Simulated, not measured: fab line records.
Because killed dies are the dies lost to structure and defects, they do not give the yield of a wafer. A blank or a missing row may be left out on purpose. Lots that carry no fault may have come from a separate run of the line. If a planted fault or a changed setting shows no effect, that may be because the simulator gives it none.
Split-lot experiment | flow n5-finfet | 39 wafers read across 7 lots, on a route 1938 steps long

THE SPLIT
At N5_PASSIVATION_SPUTTER_20 (material TaN, target thk 50 nm), the setting target-thk-a was moved away from the recipe's 500 angstrom on 15 of the 39 wafers read, by -54.0% to +57.0%. This setting was run at the recipe's value on the other wafers.

Reading taken at the split's own step.

THE READING
TaN_of_PASSIVATION_SPUTTER_20.thk-nm (the simulator's own value, which no gauge read), in nm, at N5_PASSIVATION_SPUTTER_20 (material TaN, target thk 50 nm). No usual value for it is given in the file. The 24 wafers here that ran the recipe average 49.9 nm, standard deviation 0.49 nm.

wafer  | tool, chamber at the split | target-thk-a as run, angstrom | against the recipe | TaN_of_PASSIVATION_SPUTTER_20.thk-nm, nm | against lot-mates on the recipe
L076.1 | pvd-sputter-03, -          | 608.8                         | +21.8%             | 60.6                                     | +11.1
L076.2 | pvd-sputter-03, -          | 500                           | recipe             | 50                                       | -
L076.3 | pvd-sputter-03, -          | 500                           | recipe             | 49.2                                     | -
L076.4 | pvd-sputter-03, -          | 500                           | recipe             | 49.4                                     | -
L076.5 | pvd-sputter-03, -          | 608.8                         | +21.8%             | 61                                       | +11.5
L076.6 | pvd-sputter-03, -          | 608.8                         | +21.8%             | 60.4                                     | +10.9
L078.1 | pvd-sputter-02, -          | 500                           | recipe             | 49.4                                     | -
L078.2 | pvd-sputter-02, -          | 500                           | recipe             | 49.2                                     | -
L078.3 | pvd-sputter-02, -          | 500                           | recipe             | 49.2                                     | -
L078.4 | pvd-sputter-02, -          | 500                           | recipe             | 50                                       | -
L078.5 | pvd-sputter-02, -          | 500                           | recipe             | 49                                       | -
L078.6 | pvd-sputter-02, -          | 500                           | recipe             | 49.8                                     | -
L082.1 | pvd-sputter-03, -          | 500                           | recipe             | 50.6                                     | -
L082.3 | pvd-sputter-03, -          | 500                           | recipe             | 50.6                                     | -
L082.2 | pvd-sputter-03, -          | 785.2                         | +57.0%             | 79.2                                     | +28.8
L082.4 | pvd-sputter-03, -          | 500                           | recipe             | 50                                       | -
L082.5 | pvd-sputter-03, -          | 785.2                         | +57.0%             | 79                                       | +28.6
L082.6 | pvd-sputter-03, -          | 785.2                         | +57.0%             | 79                                       | +28.6
L085.4 | pvd-sputter-02, -          | 500                           | recipe             | 50.4                                     | -
L085.5 | pvd-sputter-02, -          | 500                           | recipe             | 50.4                                     | -
L085.6 | pvd-sputter-02, -          | 500                           | recipe             | 49.8                                     | -
L087.1 | pvd-sputter-03, -          | 500                           | recipe             | 50.2                                     | -
L087.2 | pvd-sputter-03, -          | 229.8                         | -54.0%             | 23.2                                     | -26.9
L087.3 | pvd-sputter-03, -          | 229.8                         | -54.0%             | 22.6                                     | -27.5
L087.4 | pvd-sputter-03, -          | 229.8                         | -54.0%             | 22.8                                     | -27.3
L087.5 | pvd-sputter-03, -          | 500                           | recipe             | 49.6                                     | -
L087.6 | pvd-sputter-03, -          | 500                           | recipe             | 50.4                                     | -
L093.1 | pvd-sputter-01, -          | 500                           | recipe             | 50.2                                     | -
L093.3 | pvd-sputter-01, -          | 500                           | recipe             | 50.2                                     | -
L093.2 | pvd-sputter-01, -          | 346.9                         | -30.6%             | 35.6                                     | -14.8
L093.4 | pvd-sputter-01, -          | 346.9                         | -30.6%             | 34.2                                     | -16.2
L093.5 | pvd-sputter-01, -          | 500                           | recipe             | 50.8                                     | -
L093.6 | pvd-sputter-01, -          | 346.9                         | -30.6%             | 35                                       | -15.4
L095.1 | pvd-sputter-03, -          | 770                           | +54.0%             | 77.2                                     | +27.2
L095.6 | pvd-sputter-03, -          | 770                           | +54.0%             | 77.2                                     | +27.2
L095.2 | pvd-sputter-03, -          | 770                           | +54.0%             | 77                                       | +27.0
L095.3 | pvd-sputter-03, -          | 500                           | recipe             | 50                                       | -
L095.4 | pvd-sputter-03, -          | 500                           | recipe             | 50                                       | -
L095.5 | pvd-sputter-03, -          | 500                           | recipe             | 50                                       | -

FIT RESULTS
A straight line over all 39 wafers: TaN_of_PASSIVATION_SPUTTER_20.thk-nm changes by +0.503 nm for each +1% of target-thk-a; r = +1.00; the points scatter about the line by 0.47 nm.
The same after taking each lot's own level away (the mean of its wafers on the recipe; 39 wafers): +0.503 nm for each +1%; r = +1.00; scatter 0.32 nm.
The reading moves by 29 nm for the largest change in target-thk-a, on that fit.
The lots' own levels span 49.43 to 50.40 nm, that is 2.0 times the standard deviation above.
So the lot-to-lot level changes the slope little: the two slopes agree.
Check: +28.7 nm against its lot-mates is what the line predicts for one of the wafers moved furthest among these (+57.0%) when that wafer is left out of the fit. It came out at +28.8 nm against them.

THE WHOLE CHAIN: every reading that the file lists as answering this split, in the file's order
step                      | what it does                   | reading                                                                               | change (the file's fit)                                                     | r (the file's)
N5_PASSIVATION_SPUTTER_20 | material TaN, target thk 50 nm | TaN_of_PASSIVATION_SPUTTER_20.thk-nm (the simulator's own value, which no gauge read) | +0.503 nm for each +1% of the setting                                       | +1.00
N5_PASSIVATION_PROBE_49   |                                | killed-at-other                                                                       | not straight: 4 at the lowest setting, 3 at the recipe, 1053 at the highest | not given

FILE'S OWN FIT
TaN_of_PASSIVATION_SPUTTER_20.thk-nm changes by +0.503 nm for each +1% of target-thk-a, r = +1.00.
